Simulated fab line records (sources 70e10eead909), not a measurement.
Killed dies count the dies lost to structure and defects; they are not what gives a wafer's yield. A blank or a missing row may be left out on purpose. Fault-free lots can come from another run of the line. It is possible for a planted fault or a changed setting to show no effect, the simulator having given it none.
Problem report, 8D (eight disciplines) form, completed by code || flow nand harc || the parts of the form that need people (team, actions taken, sign-off) are left out

== 1. THE PROBLEM ==
At NHARC_A_WL_FILL_ETCHBACK_04, oes product au averages 0.923 a.u. over 4 wafers from 3 lots, while fault-free wafers read 1.000 a.u., standard deviation 0.0075. Relative to the usual mean, that is a shift of -10 standard deviations.
The step: etches the open film in NF3, target depth 60 nm, time 120 s.
Seen first at day 28 10:28 on rie metal-01, wafer L591.5. The record holds 34 wafers of 12 lots with a number at this step. By rule, "out" or "out of limits" means more than 4 standard deviations away from the usual mean. The rest of the wafers with a number are treated as sound.

== 2. WHAT IT IS, WHAT IT ISN'T ==
{"question": "which readings at this step", "is": "oes product au", "is not": "drypump motor current A"}
{"question": "which lots", "is": "L591, L594, L595", "is not": "L573, L577, L579, L580, L581, L582, L583, L584, L585"}
{"question": "which wafers of those lots", "is": "L591.5, L591.6, L594.5, L595.5", "is not": "L594.2, L594.3, L595.2"}
{"question": "read on which tools", "is": "rie metal-01", "is not": "rie metal-02, rie metal-03"}
{"question": "when", "is": "from day 28 10:28", "is not": "up to then (27 sound wafers); but 3 sound wafers of L594, L595 came after"}

== 3. SUSPECTS, AND WHAT RULES EACH OUT ==
Counting: any tool at a process step up to the reading remains a suspect provided it ran every lot that is out. Sound lots after the first of them don't rule it out here, since some wafers of a struck lot are sound.
- rie metal-01 at NHARC_A_WL_FILL_ETCHBACK_04 (etches the open film in NF3, target depth 60 nm, time 120 s): kept. It processed each lot that is out (first: L591, day 28 10:28); up to then, its last sound lot is L585 (day 26 01:52). Out on those wafers are its own readings of oes product au.
After counting, what remains is rie metal-01 at NHARC_A_WL_FILL_ETCHBACK_04.

== 4. THE CAUSE (what the simulator had put in) ==
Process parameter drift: rie metal-01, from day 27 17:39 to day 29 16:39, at NHARC_A_WL_FILL_ETCHBACK_04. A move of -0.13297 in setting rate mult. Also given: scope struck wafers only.
This tool alone remained once counting was done.

== 5. THE EFFECT CHAIN, in route order ==
Each row: a reading where the mean over the struck wafers with a number is more than 3 standard deviations away from the usual. Only readings for which the record gives a usual standard deviation are gone through. hours: the time from each lot's start at the first step in this table that gives one to its start at this step, as a median over the lots. sigmas: the change in usual standard deviations.
{"hours": 0, "step": "NHARC_A_WL_FILL_ETCHBACK_04", "reading": "oes product au", "usual": "1.000 a.u.", "on struck wafers": 0.923, "change": -0.077, "sigmas": -10}
Here are the process steps it includes:
- NHARC_A_WL_FILL_ETCHBACK_04: etches the open film in NF3, target depth 60 nm, time 120 s.

== 6. WHAT WOULD HAVE CAUGHT IT SOONER ==
First out-of-limits reading in this record: day 28 10:28, which is 17 hours after fault onset at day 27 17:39.
